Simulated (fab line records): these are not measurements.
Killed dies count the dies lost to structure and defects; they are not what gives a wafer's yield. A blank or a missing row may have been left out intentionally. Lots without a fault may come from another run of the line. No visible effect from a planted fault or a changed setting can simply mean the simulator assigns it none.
Matching of chambers / flow n5_finfet / N5_BEOL_M3_STRIP_66 on rie_diel-03 has 4 sister chambers
The step strips in CF4. 20 wafers are shown with their chamber, then 10 later ones without.

WAFERS PAIRED WITH THEIR CHAMBERS
wafer=L074.1; chamber=3; drypump_motor_current_A (A)=6.2; showerhead_plenum_p_Torr (Torr)=1.76; oes_product_au (a.u.)=0.68
wafer=L074.3; chamber=1; drypump_motor_current_A (A)=6.1; showerhead_plenum_p_Torr (Torr)=1.81; oes_product_au (a.u.)=0.73
wafer=L074.5; chamber=2; drypump_motor_current_A (A)=6.1; showerhead_plenum_p_Torr (Torr)=1.86; oes_product_au (a.u.)=0.71
wafer=L080.1; chamber=3; drypump_motor_current_A (A)=6.3; showerhead_plenum_p_Torr (Torr)=1.76; oes_product_au (a.u.)=0.96
wafer=L080.3; chamber=0; drypump_motor_current_A (A)=4.9; showerhead_plenum_p_Torr (Torr)=1.71; oes_product_au (a.u.)=0.75
wafer=L080.5; chamber=2; drypump_motor_current_A (A)=6.1; showerhead_plenum_p_Torr (Torr)=1.86; oes_product_au (a.u.)=0.69
wafer=L082.1; chamber=3; drypump_motor_current_A (A)=6.3; showerhead_plenum_p_Torr (Torr)=1.76; oes_product_au (a.u.)=0.95
wafer=L082.4; chamber=2; drypump_motor_current_A (A)=6.2; showerhead_plenum_p_Torr (Torr)=1.85; oes_product_au (a.u.)=0.69
wafer=L082.5; chamber=1; drypump_motor_current_A (A)=6.1; showerhead_plenum_p_Torr (Torr)=1.80; oes_product_au (a.u.)=0.71
wafer=L085.2; chamber=0; drypump_motor_current_A (A)=4.9; showerhead_plenum_p_Torr (Torr)=1.71; oes_product_au (a.u.)=0.74
wafer=L085.5; chamber=1; drypump_motor_current_A (A)=6.1; showerhead_plenum_p_Torr (Torr)=1.80; oes_product_au (a.u.)=0.70
wafer=L085.6; chamber=3; drypump_motor_current_A (A)=6.3; showerhead_plenum_p_Torr (Torr)=1.76; oes_product_au (a.u.)=0.92
wafer=L088.2; chamber=3; drypump_motor_current_A (A)=6.3; showerhead_plenum_p_Torr (Torr)=1.76; oes_product_au (a.u.)=0.91
wafer=L088.3; chamber=1; drypump_motor_current_A (A)=6.0; showerhead_plenum_p_Torr (Torr)=1.79; oes_product_au (a.u.)=0.71
wafer=L088.4; chamber=0; drypump_motor_current_A (A)=4.9; showerhead_plenum_p_Torr (Torr)=1.71; oes_product_au (a.u.)=0.74
wafer=L090.3; chamber=1; drypump_motor_current_A (A)=6.0; showerhead_plenum_p_Torr (Torr)=1.79; oes_product_au (a.u.)=0.70
wafer=L090.4; chamber=3; drypump_motor_current_A (A)=6.3; showerhead_plenum_p_Torr (Torr)=1.76; oes_product_au (a.u.)=0.90
wafer=L090.6; chamber=2; drypump_motor_current_A (A)=6.1; showerhead_plenum_p_Torr (Torr)=1.85; oes_product_au (a.u.)=0.94
wafer=L091.2; chamber=1; drypump_motor_current_A (A)=6.0; showerhead_plenum_p_Torr (Torr)=1.79; oes_product_au (a.u.)=0.70
wafer=L091.5; chamber=3; drypump_motor_current_A (A)=6.3; showerhead_plenum_p_Torr (Torr)=1.76; oes_product_au (a.u.)=0.90

SIGNATURES, as means of the wafers listed above
reading=drypump_motor_current_A; chamber 0=4.900; chamber 1=6.050; chamber 2=6.125; chamber 3=6.286; scatter within a chamber=0.0441
reading=showerhead_plenum_p_Torr; chamber 0=1.7100; chamber 1=1.7967; chamber 2=1.8550; chamber 3=1.7600; scatter within a chamber=0.0052
reading=oes_product_au; chamber 0=0.7433; chamber 1=0.7083; chamber 2=0.7575; chamber 3=0.8886; scatter within a chamber=0.0789
Rule: a wafer lies at a distance from a chamber equal to the root of the sum of squares, over the readings, of (its reading less the chamber's mean, divided by the reading's scatter). The wafer belongs to the nearest chamber; if the next one is less than 2 further off, it can't be placed. The scatter is the square root of a quotient: the sum, over the shown wafers, of each reading's squared deviation from its chamber's mean, divided by wafers minus chambers.

WAFERS WHOSE CHAMBER IS MISSING
wafer=L091.6; drypump_motor_current_A (A)=6.2; showerhead_plenum_p_Torr (Torr)=1.85; oes_product_au (a.u.)=0.92
wafer=L092.3; drypump_motor_current_A (A)=6.1; showerhead_plenum_p_Torr (Torr)=1.85; oes_product_au (a.u.)=0.92
wafer=L092.5; drypump_motor_current_A (A)=6.1; showerhead_plenum_p_Torr (Torr)=1.85; oes_product_au (a.u.)=0.92
wafer=L092.6; drypump_motor_current_A (A)=6.0; showerhead_plenum_p_Torr (Torr)=1.79; oes_product_au (a.u.)=0.70
wafer=L093.2; drypump_motor_current_A (A)=6.3; showerhead_plenum_p_Torr (Torr)=1.75; oes_product_au (a.u.)=0.89
wafer=L093.3; drypump_motor_current_A (A)=6.1; showerhead_plenum_p_Torr (Torr)=1.79; oes_product_au (a.u.)=0.69
wafer=L093.4; drypump_motor_current_A (A)=4.9; showerhead_plenum_p_Torr (Torr)=1.70; oes_product_au (a.u.)=0.73
wafer=L095.2; drypump_motor_current_A (A)=6.0; showerhead_plenum_p_Torr (Torr)=1.79; oes_product_au (a.u.)=0.70
wafer=L095.5; drypump_motor_current_A (A)=4.9; showerhead_plenum_p_Torr (Torr)=1.70; oes_product_au (a.u.)=0.74
wafer=L095.6; drypump_motor_current_A (A)=6.3; showerhead_plenum_p_Torr (Torr)=1.75; oes_product_au (a.u.)=0.89

WHICH CHAMBER EACH ONE RAN IN
wafer=L091.6; from the rows above=2; in truth=2
wafer=L092.3; from the rows above=2; in truth=2
wafer=L092.5; from the rows above=2; in truth=2
wafer=L092.6; from the rows above=1; in truth=1
wafer=L093.2; from the rows above=3; in truth=3
wafer=L093.3; from the rows above=1; in truth=1
wafer=L093.4; from the rows above=0; in truth=0
wafer=L095.2; from the rows above=1; in truth=1
wafer=L095.5; from the rows above=0; in truth=0
wafer=L095.6; from the rows above=3; in truth=3
10 of 10 placed correctly. From these rows, 0 cannot be placed. Placed wrongly: 0.
